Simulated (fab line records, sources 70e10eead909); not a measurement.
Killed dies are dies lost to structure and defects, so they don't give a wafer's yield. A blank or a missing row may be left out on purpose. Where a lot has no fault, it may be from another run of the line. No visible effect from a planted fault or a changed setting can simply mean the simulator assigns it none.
fab line records + flow nand-harc
[record]
- lots = 12
- wafers = 36
- last-day = 33
route steps=1302 shown P_ZERO_WELL@19 P_STI@84 END@1302
lots that met no fault: taken from a fault-free run of the same line
start-h: start of the lot's first displayed wafer, in hours after the record's first day + wait-h: hours since the lot's step before + " same as the row above + L1.1+2: one row covering several wafers at once + - no value, or no start was given + * or withheld: withheld + < > ~ a bound
route shown NAME@n: a module of which the file shows steps, and the number in the route of the first + usual: mean/standard deviation taken from wafers without a fault + same: alike in all rows + chamber/n: place in a boat + sites: each site's reading + _std_site: the standard deviation of these + _edge_site: inner sites' mean taken away from outer sites' mean + radius-mm: how far each site lies from the wafer's centre + mask NAME#n: copy n + behind: the tool/chamber that last shaped the wafer + hold: cause of the lot's hold/its duration in hours/its outcome + device: which transistor (n, p or np) failed to switch + end of line: tests run on the same wafers once the route is complete + for a step that has no rows: nothing shown but its recipe + killed: dies lost to structure and defects at the first sort, not the wafer's yield + map: a wafer's dies, marking killed ones x, the rest . and places with no die _
set.NAME: setting as actually run; set.NAME@STEP: the setting as run at that earlier step + model.NAME: the simulator's own value behind a step, which no gauge read
route steps across a sampled set of lots; one table per step, one row per wafer
services: when a tool's chamber went out of use (start-h, in hours from the record's first day, below 0 if earlier), for how many hours, and the reason
[[steps]]
[step NHARC_P_ZERO_WELL_ETCH_63]
[recipe]
- target-depth-a = 1200
- time-s = 40.1
- hbr-flow-sccm = 150
- cl2-flow-sccm = 50
- rf-w = 400
- icp-w = 400
- bias-w = 100
- chemistry = HBr/Cl2
[usual]
- drypump-motor-current-A = 5.70/0.29
- he-backside-leak-sccm = 2.68/0.27
- oes-product-au = 1.001/0.0076
- throttle-valve-pct = 26.407/0.0092
| lot.wafer | tool      | chamber | start-h | wait-h | drypump-motor-current-A | he-backside-leak-sccm | oes-product-au | rf-hours-counter-h | throttle-valve-pct |
|-----------|-----------|---------|---------|--------|-------------------------|-----------------------|----------------|--------------------|--------------------|
| L341.3    | rie-si-06 | 3       | 21.53   | -      | 5.98                    | 2.25                  | 1.010          | 0.8                | 26.403             |
| L341.2    | "         | 1       | "       | "      | 5.31                    | 2.93                  | 1.013          | 0.9                | 26.400             |
| L341.1    | "         | 2       | "       | "      | 5.55                    | 2.43                  | 0.997          | 0.9                | 26.416             |
| L342.1    | rie-si-02 | 0       | 31.65   | -      | 5.99                    | 2.70                  | 1.016          | 0.5                | 26.390             |
| L342.3    | "         | 1       | "       | "      | 5.35                    | 2.55                  | 1.008          | 0.5                | 26.387             |
| L342.5    | "         | 0       | "       | "      | 5.96                    | 2.73                  | 1.014          | -                  | 26.415             |
| L344.2    | rie-si-06 | 1       | 51.58   | -      | 5.36                    | 3.12                  | 0.998          | 1.0                | 26.400             |
| L344.4    | "         | 2       | "       | "      | 5.54                    | 2.57                  | 1.005          | 1.0                | 26.400             |
| L344.6    | "         | 1       | "       | "      | 5.36                    | 2.79                  | 1.002          | -                  | 26.413             |
| L346.1    | rie-si-02 | 0       | 71.54   | -      | 5.96                    | 2.43                  | 1.008          | 0.7                | 26.399             |
| L346.3    | "         | 1       | "       | "      | 5.37                    | 2.80                  | 1.006          | 0.8                | 26.420             |
| L346.2    | "         | 2       | "       | "      | 5.90                    | 2.73                  | 1.003          | 0.6                | 26.397             |
| L347.2    | rie-si-06 | 3       | 82.26   | -      | 6.06                    | 2.42                  | 0.995          | 0.0                | 26.390             |
| L347.1    | "         | 1       | "       | "      | 5.33                    | 2.89                  | 1.001          | 0.0                | 26.394             |
| L347.6    | "         | 2       | "       | "      | 5.53                    | 2.56                  | 1.002          | -                  | 26.409             |
| L350.1    | rie-si-02 | 3       | 112.09  | -      | 5.74                    | 2.65                  | 0.993          | 0.0                | 26.399             |
| L350.2    | "         | 0       | "       | "      | 5.97                    | 2.73                  | 1.003          | 0.0                | 26.422             |
| L350.6    | "         | 2       | "       | "      | 6.00                    | 2.61                  | 1.010          | -                  | 26.415             |
| L355.4    | rie-si-02 | 2       | 161.73  | -      | 5.96                    | 2.62                  | 1.014          | 0.3                | 26.404             |
| L355.2    | "         | 3       | "       | "      | 5.71                    | 2.66                  | 0.994          | 0.2                | 26.423             |
| L355.5    | "         | 1       | "       | "      | 5.33                    | 2.67                  | 1.002          | -                  | 26.416             |
| L357.3    | rie-si-02 | 2       | 181.72  | -      | 5.95                    | 2.70                  | 0.999          | 0.4                | 26.424             |
| L357.1    | "         | 3       | "       | "      | 5.71                    | 2.62                  | 0.990          | 0.4                | 26.414             |
| L357.6    | "         | 0       | "       | "      | 5.99                    | 2.58                  | 1.003          | -                  | 26.418             |
| L358.2    | rie-si-02 | 1       | 191.67  | -      | 5.35                    | 2.72                  | 1.003          | 0.6                | 26.403             |
| L358.4    | "         | 2       | "       | "      | 5.94                    | 2.76                  | 0.998          | 0.6                | 26.405             |
| L358.3    | "         | 0       | "       | "      | 5.96                    | 2.68                  | 1.003          | 0.4                | 26.414             |
| L361.3    | rie-si-02 | 3       | 221.66  | -      | 5.72                    | 2.70                  | 0.986          | 0.6                | 26.410             |
| L361.1    | "         | 1       | "       | "      | 5.31                    | 2.95                  | 1.004          | 0.8                | 26.410             |
| L361.6    | "         | 3       | "       | "      | 5.72                    | 2.58                  | 0.992          | -                  | 26.403             |
| L363.1    | rie-si-06 | 3       | 241.54  | -      | 6.03                    | 2.13                  | 1.002          | 1.0                | 26.396             |
| L363.2    | "         | 0       | "       | "      | 6.03                    | 2.98                  | 1.001          | 0.9                | 26.403             |
| L363.5    | "         | 3       | "       | "      | 5.99                    | 2.18                  | 1.004          | -                  | 26.421             |
| L364.4    | rie-si-02 | 2       | 251.65  | -      | 5.98                    | 2.50                  | 0.998          | 0.9                | 26.384             |
| L364.3    | "         | 3       | "       | "      | 5.74                    | 2.66                  | 0.995          | 0.8                | 26.398             |
| L364.2    | "         | 1       | "       | "      | 5.31                    | 2.55                  | 1.007          | 0.9                | 26.406             |
[step NHARC_P_STI_OVL_MEAS_10]
[usual]
- overlay-x-nm = -2/7.8
- overlay-y-nm = 0/5
| lot.wafer | tool       | chamber | start-h | wait-h | overlay-x-nm | overlay-y-nm |
|-----------|------------|---------|---------|--------|--------------|--------------|
| L341.1    | overlay-01 | -       | 49.04   | -      | -9           | 5            |
| L341.2    | "          | -       | "       | "      | -9           | 5            |
| L341.3    | "          | -       | "       | "      | -9           | 5            |
| L342.1    | overlay-02 | -       | 57.83   | -      | -5           | -7           |
| L342.3    | "          | -       | "       | "      | -4           | -7           |
| L342.5    | "          | -       | "       | "      | -4           | -8           |
| L344.2    | overlay-01 | -       | 73.91   | -      | -8           | -3           |
| L344.4    | "          | -       | "       | "      | -9           | -3           |
| L344.6    | "          | -       | "       | "      | -9           | -3           |
| L346.1    | overlay-01 | -       | 94.41   | -      | -9           | -3           |
| L346.2    | "          | -       | "       | "      | -9           | -4           |
| L346.3    | "          | -       | "       | "      | -9           | -4           |
| L347.1    | overlay-02 | -       | 103.62  | -      | 1            | 0            |
| L347.2    | "          | -       | "       | "      | 0            | 0            |
| L347.6    | "          | -       | "       | "      | 1            | 0            |
| L350.1    | overlay-01 | -       | 136.05  | -      | 11           | 11           |
| L350.2    | "          | -       | "       | "      | 10           | 11           |
| L350.6    | "          | -       | "       | "      | 10           | 11           |
| L355.2    | overlay-01 | -       | 182.92  | -      | 5            | 6            |
| L355.4    | "          | -       | "       | "      | 4            | 6            |
| L355.5    | "          | -       | "       | "      | 5            | 6            |
| L357.1    | overlay-01 | -       | 207.94  | -      | 15           | 0            |
| L357.3    | "          | -       | "       | "      | 16           | 0            |
| L357.6    | "          | -       | "       | "      | 16           | 0            |
| L358.2    | overlay-01 | -       | 214.29  | -      | 7            | -8           |
| L358.3    | "          | -       | "       | "      | 6            | -8           |
| L358.4    | "          | -       | "       | "      | 6            | -8           |
| L361.1    | overlay-01 | -       | 250.35  | -      | -5           | 3            |
| L361.3    | "          | -       | "       | "      | -6           | 3            |
| L361.6    | "          | -       | "       | "      | -5           | 3            |
| L363.1    | overlay-02 | -       | 262.74  | -      | -12          | -1           |
| L363.2    | "          | -       | "       | "      | -12          | 0            |
| L363.5    | "          | -       | "       | "      | -12          | 0            |
| L364.2    | overlay-01 | -       | 272.69  | -      | -11          | 6            |
| L364.3    | "          | -       | "       | "      | -11          | 6            |
| L364.4    | "          | -       | "       | "      | -12          | 5            |
[step NHARC_P_STI_INSPECT_11]
[usual]
- raw-defect-count = 5.5/2.7
| lot.wafer | tool              | chamber | start-h | wait-h | raw-defect-count |
|-----------|-------------------|---------|---------|--------|------------------|
| L341.1    | defect-inspect-02 | -       | 49.08   | 0.0    | 7                |
| L341.2    | "                 | -       | "       | "      | 1                |
| L341.3    | "                 | -       | "       | "      | 3                |
| L342.1    | defect-inspect-02 | -       | 57.89   | 0.1    | 7                |
| L342.3    | "                 | -       | "       | "      | 10               |
| L342.5    | "                 | -       | "       | "      | 7                |
| L344.2    | defect-inspect-01 | -       | 73.95   | 0.0    | 11               |
| L344.4    | "                 | -       | "       | "      | 8                |
| L344.6    | "                 | -       | "       | "      | 4                |
| L346.1    | defect-inspect-01 | -       | 94.45   | 0.0    | 3                |
| L346.2    | "                 | -       | "       | "      | 3                |
| L346.3    | "                 | -       | "       | "      | 4                |
| L347.1    | defect-inspect-02 | -       | 103.66  | 0.0    | 10               |
| L347.2    | "                 | -       | "       | "      | 4                |
| L347.6    | "                 | -       | "       | "      | 5                |
| L350.1    | defect-inspect-02 | -       | 136.09  | 0.0    | 9                |
| L350.2    | "                 | -       | "       | "      | 10               |
| L350.6    | "                 | -       | "       | "      | 7                |
| L355.2    | defect-inspect-01 | -       | 182.96  | 0.0    | 9                |
| L355.4    | "                 | -       | "       | "      | 8                |
| L355.5    | "                 | -       | "       | "      | 13               |
| L357.1    | defect-inspect-02 | -       | 207.98  | 0.0    | 2                |
| L357.3    | "                 | -       | "       | "      | 4                |
| L357.6    | "                 | -       | "       | "      | 4                |
| L358.2    | defect-inspect-01 | -       | 214.33  | 0.0    | 3                |
| L358.3    | "                 | -       | "       | "      | 1                |
| L358.4    | "                 | -       | "       | "      | 7                |
| L361.1    | defect-inspect-02 | -       | 250.39  | 0.0    | 5                |
| L361.3    | "                 | -       | "       | "      | 4                |
| L361.6    | "                 | -       | "       | "      | 4                |
| L363.1    | defect-inspect-01 | -       | 262.77  | 0.0    | 7                |
| L363.2    | "                 | -       | "       | "      | 5                |
| L363.5    | "                 | -       | "       | "      | 3                |
| L364.2    | defect-inspect-02 | -       | 272.73  | 0.0    | 5                |
| L364.3    | "                 | -       | "       | "      | 4                |
| L364.4    | "                 | -       | "       | "      | 3                |
[step NHARC_P_STI_ETCH_15]
[recipe]
- target-depth-a = 3000
- taper-deg = 4
- time-s = 100.1
- hbr-flow-sccm = 150
- cl2-flow-sccm = 50
- rf-w = 400
- icp-w = 400
- bias-w = 100
- chemistry = HBr/Cl2
[usual]
- drypump-motor-current-A = 5.6/0.5
- he-backside-leak-sccm = 2.65/0.29
- oes-product-au = 0.999/0.0075
- throttle-valve-pct = 26.406/0.01
| lot.wafer | tool      | chamber | start-h | wait-h | drypump-motor-current-A | he-backside-leak-sccm | oes-product-au | rf-hours-counter-h | throttle-valve-pct |
|-----------|-----------|---------|---------|--------|-------------------------|-----------------------|----------------|--------------------|--------------------|
| L341.3    | rie-si-04 | 0       | 49.55   | -      | 5.9                     | 2.42                  | 0.999          | 0.3                | 26.410             |
| L341.1    | "         | 1       | "       | "      | 4.8                     | 2.71                  | 1.002          | 0.4                | 26.401             |
| L341.2    | "         | 2       | "       | "      | 5.9                     | 2.59                  | 1.000          | 0.4                | 26.393             |
| L342.3    | rie-si-05 | 0       | 58.33   | -      | 5.4                     | 2.66                  | 1.006          | 0.5                | 26.407             |
| L342.1    | "         | 1       | "       | "      | 5.4                     | 2.52                  | 0.998          | 0.6                | 26.409             |
| L342.5    | "         | 3       | "       | "      | 5.4                     | 2.92                  | 1.009          | -                  | 26.399             |
| L344.4    | rie-si-03 | 0       | 74.37   | -      | 5.6                     | 2.68                  | 0.995          | 0.1                | 26.407             |
| L344.2    | "         | 2       | "       | "      | 6.1                     | 3.14                  | 1.017          | 0.1                | 26.421             |
| L344.6    | "         | 0       | "       | "      | 5.6                     | 2.64                  | 0.996          | -                  | 26.391             |
| L346.1    | rie-si-04 | 1       | 94.86   | -      | 4.8                     | 2.63                  | 1.003          | 0.8                | 26.389             |
| L346.2    | "         | 3       | "       | "      | 5.0                     | 2.55                  | 0.991          | 0.4                | 26.394             |
| L346.3    | "         | 0       | "       | "      | 5.9                     | 2.31                  | 0.987          | 0.6                | 26.417             |
| L347.1    | rie-si-04 | 3       | 104.07  | -      | 5.0                     | 2.52                  | 0.987          | 0.4                | 26.385             |
| L347.2    | "         | 1       | "       | "      | 4.8                     | 2.72                  | 1.005          | 0.9                | 26.418             |
| L347.6    | "         | 0       | "       | "      | 5.9                     | 2.45                  | 0.999          | -                  | 26.386             |
| L350.2    | rie-si-04 | 1       | 136.49  | -      | 4.8                     | 2.57                  | 1.008          | 1.1                | 26.418             |
| L350.1    | "         | 3       | "       | "      | 5.0                     | 2.68                  | 1.002          | 0.7                | 26.407             |
| L350.6    | "         | 2       | "       | "      | 5.9                     | 2.85                  | 1.005          | -                  | 26.406             |
| L355.4    | rie-si-04 | 3       | 183.39  | -      | 5.0                     | 2.55                  | 0.923          | 0.1                | 26.406             |
| L355.2    | "         | 0       | "       | "      | 5.9                     | 2.33                  | 1.005          | 0.1                | 26.415             |
| L355.5    | "         | 2       | "       | "      | 5.8                     | 2.68                  | 0.997          | -                  | 26.403             |
| L357.3    | rie-si-04 | 1       | 208.39  | -      | 4.8                     | 2.68                  | 1.002          | 0.2                | 26.406             |
| L357.1    | "         | 3       | "       | "      | 5.0                     | 2.51                  | 0.921          | 0.2                | 26.401             |
| L357.6    | "         | 1       | "       | "      | 4.8                     | 2.62                  | 1.000          | -                  | 26.400             |
| L358.3    | rie-si-04 | 1       | 214.74  | -      | 4.8                     | 2.58                  | 0.988          | 0.4                | 26.398             |
| L358.4    | "         | 3       | "       | "      | 5.0                     | 2.54                  | 0.907          | 0.3                | 26.403             |
| L358.2    | "         | 0       | "       | "      | 5.9                     | 2.50                  | 1.004          | 0.3                | 26.408             |
| L361.1    | rie-si-03 | 1       | 250.81  | -      | 6.2                     | 2.31                  | 0.996          | 0.1                | 26.395             |
| L361.3    | "         | 0       | "       | "      | 5.6                     | 2.40                  | 0.998          | 0.1                | 26.419             |
| L361.6    | "         | 1       | "       | "      | 6.2                     | 2.45                  | 0.998          | -                  | 26.413             |
| L363.1    | rie-si-03 | 0       | 263.18  | -      | 5.6                     | 2.58                  | 0.993          | 0.2                | 26.401             |
| L363.2    | "         | 1       | "       | "      | 6.2                     | 2.63                  | 1.002          | 0.2                | 26.406             |
| L363.5    | "         | 0       | "       | "      | 5.5                     | 2.49                  | 0.995          | -                  | 26.411             |
| L364.3    | rie-si-03 | 0       | 273.14  | -      | 5.6                     | 2.59                  | 0.990          | 0.4                | 26.407             |
| L364.2    | "         | 2       | "       | "      | 6.1                     | 3.12                  | 0.996          | 0.4                | 26.403             |
| L364.4    | "         | 2       | "       | "      | 6.1                     | 3.26                  | 0.995          | -                  | 26.395             |
[step NHARC_P_STI_OCD_MEAS_17]
[usual]
- trench-depth-nm = 300.7/2.9
- trench-foot-cd-nm = 157.6/1.9
| lot.wafer | tool   | chamber | start-h | wait-h | trench-depth-nm | trench-foot-cd-nm |
|-----------|--------|---------|---------|--------|-----------------|-------------------|
| L341.1    | ocd-01 | -       | 49.80   | 0.1    | 302.1           | 158.4             |
| L341.2    | "      | -       | "       | "      | 301.2           | 158.9             |
| L341.3    | "      | -       | "       | "      | 299.4           | 157.2             |
| L342.1    | ocd-01 | -       | 58.55   | 0.1    | 301.8           | 154.9             |
| L342.3    | "      | -       | "       | "      | 303.2           | 153.8             |
| L342.5    | "      | -       | "       | "      | 304.1           | 155.4             |
| L344.2    | ocd-01 | -       | 74.61   | 0.1    | 309.1           | 155.6             |
| L344.4    | "      | -       | "       | "      | 298.9           | 159.7             |
| L344.6    | "      | -       | "       | "      | 302.4           | 156.5             |
| L346.1    | ocd-02 | -       | 95.11   | 0.1    | 301.5           | 156.5             |
| L346.2    | "      | -       | "       | "      | 297.5           | 158.0             |
| L346.3    | "      | -       | "       | "      | 297.3           | 155.7             |
| L347.1    | ocd-01 | -       | 104.32  | 0.1    | 298.1           | 155.4             |
| L347.2    | "      | -       | "       | "      | 302.9           | 158.4             |
| L347.6    | "      | -       | "       | "      | 299.6           | 154.7             |
| L350.1    | ocd-01 | -       | 136.74  | 0.1    | 300.9           | 157.2             |
| L350.2    | "      | -       | "       | "      | 303.8           | 156.8             |
| L350.6    | "      | -       | "       | "      | 305.8           | 154.8             |
| L355.2    | ocd-02 | -       | 183.62  | 0.1    | 304.0           | 158.5             |
| L355.4    | "      | -       | "       | "      | 261.4           | 162.9             |
| L355.5    | "      | -       | "       | "      | 301.2           | 160.8             |
| L357.1    | ocd-02 | -       | 208.64  | 0.1    | 261.2           | 164.3             |
| L357.3    | "      | -       | "       | "      | 300.6           | 161.1             |
| L357.6    | "      | -       | "       | "      | 300.9           | 159.2             |
| L358.2    | ocd-01 | -       | 214.99  | 0.1    | 298.8           | 160.3             |
| L358.3    | "      | -       | "       | "      | 296.9           | 159.8             |
| L358.4    | "      | -       | "       | "      | 259.0           | 165.1             |
| L361.1    | ocd-01 | -       | 251.08  | 0.1    | 299.9           | 156.0             |
| L361.3    | "      | -       | "       | "      | 297.2           | 157.8             |
| L361.6    | "      | -       | "       | "      | 301.1           | 153.6             |
| L363.1    | ocd-02 | -       | 263.46  | 0.1    | 300.8           | 156.8             |
| L363.2    | "      | -       | "       | "      | 302.7           | 154.7             |
| L363.5    | "      | -       | "       | "      | 299.3           | 158.1             |
| L364.2    | ocd-01 | -       | 273.42  | 0.1    | 300.5           | 156.4             |
| L364.3    | "      | -       | "       | "      | 296.3           | 157.1             |
| L364.4    | "      | -       | "       | "      | 300.3           | 157.4             |
[step NHARC_END_SORT_01]
[recipe]
- temp-c = 25
[usual]
- killed-at-array = 61/23
- killed-at-other = 1.3/1.4
- killed-at-periphery = 4.0/2.6
- killed-dies = 66/22
- killed-open = 3.4/1.8
- killed-short = 2.3/1.4
[same]
- gross-dies = 677
| lot.wafer | tool      | chamber | start-h | wait-h | killed-at-array | killed-at-other | killed-at-periphery | killed-dies | killed-open | killed-short |
|-----------|-----------|---------|---------|--------|-----------------|-----------------|---------------------|-------------|-------------|--------------|
| L358.2    | prober-02 | 0       | 733.57  | 2.8    | 50              | 0               | 6                   | 56          | 5           | 3            |
| L358.3    | prober-02 | 0       | 734.37  | 3.1    | 55              | 0               | 3                   | 58          | 3           | 3            |
| L358.4    | prober-02 | 0       | 735.17  | 3.4    | 60              | 1               | 6                   | 67          | 4           | 2            |
// killed by level:class
L358.2 A_CHANNEL_HOLE_D2:chamber-film-flake=21 A_STAIRCASE:chamber-film-flake=8 A_CHANNEL_HOLE_D1:chamber-film-flake=7 A_SLIT:chamber-film-flake=5 P_GATE:geometric-particle:short=2 A_M0:geometric-particle:open=2 P_GATE:chamber-film-flake=2 A_WL_FILL:chamber-film-flake=2
L358.3 A_CHANNEL_HOLE_D2:chamber-film-flake=25 A_STAIRCASE:chamber-film-flake=7 A_CONTACT:chamber-film-flake=7 A_CHANNEL_HOLE_D1:chamber-film-flake=6 A_SLIT:chamber-film-flake=3 P_CONTACT:geometric-particle:short=2 A_WL_FILL:chamber-film-flake=2 A_SGD_CUT:geometric-particle:open=1
L358.4 A_CHANNEL_HOLE_D2:chamber-film-flake=29 A_STAIRCASE:chamber-film-flake=10 A_CHANNEL_HOLE_D1:chamber-film-flake=7 A_CONTACT:chamber-film-flake=5 A_M0:geometric-particle:short=2 P_GATE:chamber-film-flake=2 A_SLIT:chamber-film-flake=2 A_WL_FILL:chamber-film-flake=2
[[services]]
| tool      | chamber | start-h | hours | kind       |
|-----------|---------|---------|-------|------------|
| rie-si-04 | 3       | 0.44    | 15.5  | repair     |
| rie-si-04 | 0       | 3.34    | 12.2  | repair     |
| rie-si-03 | -       | 44.00   | 9.0   | pm         |
| rie-si-06 | -       | 72.00   | 9.0   | pm         |
| rie-si-02 | -       | 100.00  | 9.0   | pm         |
| rie-si-02 | 0       | 100.00  | 9.0   | vent-cycle |
| rie-si-02 | 1       | 100.00  | 9.0   | vent-cycle |
| rie-si-02 | 2       | 100.00  | 9.0   | vent-cycle |
| rie-si-02 | 3       | 100.00  | 9.0   | vent-cycle |
| rie-si-02 | 0       | 109.00  | -     | clean      |
| rie-si-02 | 1       | 109.00  | -     | clean      |
| rie-si-02 | 2       | 109.00  | -     | clean      |
| rie-si-02 | 3       | 109.00  | -     | clean      |
| rie-si-05 | -       | 128.00  | 9.0   | pm         |
| rie-si-02 | 0       | 146.82  | 8.6   | repair     |
| rie-si-03 | 3       | 148.88  | 151.0 | repair     |
| rie-si-04 | -       | 165.00  | 9.0   | pm         |
| rie-si-04 | 0       | 165.00  | 9.0   | vent-cycle |
| rie-si-03 | 2       | 170.59  | 3.5   | repair     |
| rie-si-03 | -       | 181.83  | 0.4   | repair     |
| rie-si-02 | 0       | 186.27  | 1.6   | repair     |
| rie-si-04 | 3       | 217.34  | 7.5   | repair     |
| rie-si-03 | -       | 221.00  | 9.0   | pm         |
| rie-si-06 | -       | 249.00  | 9.0   | pm         |
[[key]]
[first-sign]
- step = NHARC_P_STI_ETCH_15
- reading = oes-product-au
- direction = down
- sigmas = 11
- usual = 0.999
- struck = 0.917
[effect]
- step = NHARC_P_STI_OCD_MEAS_17
- reading = trench-depth-nm
- direction = down
- sigmas = 14
- usual = 300.7
- struck = 260.5
met-at NHARC_P_STI_ETCH_15
struck-lots L355,L357,L358
struck-wafers L355.4,L357.1,L358.4
tester-left-out L355,L357,L358
not-acting-at NHARC_P_ZERO_WELL_ETCH_63,NHARC_P_STI_OVL_MEAS_10,NHARC_P_STI_INSPECT_11
onset-between 136.49 183.39
[fault]
- kind = process-parameter-drift
- tool = rie-si-04
- chamber = 3
- onset-h = 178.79
- steps = NHARC_P_STI_ETCH_15
- channel = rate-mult
- offset = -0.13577
- shape = step
- end-h = 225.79
// tester-left-out: of these lots the tester's yield and bins aren't shown, on N5 and GAA mostly nor the transistor test; their killed dies are dies lost to structure and defects alone, not to doping, threshold or leakage, so they don't give the yield
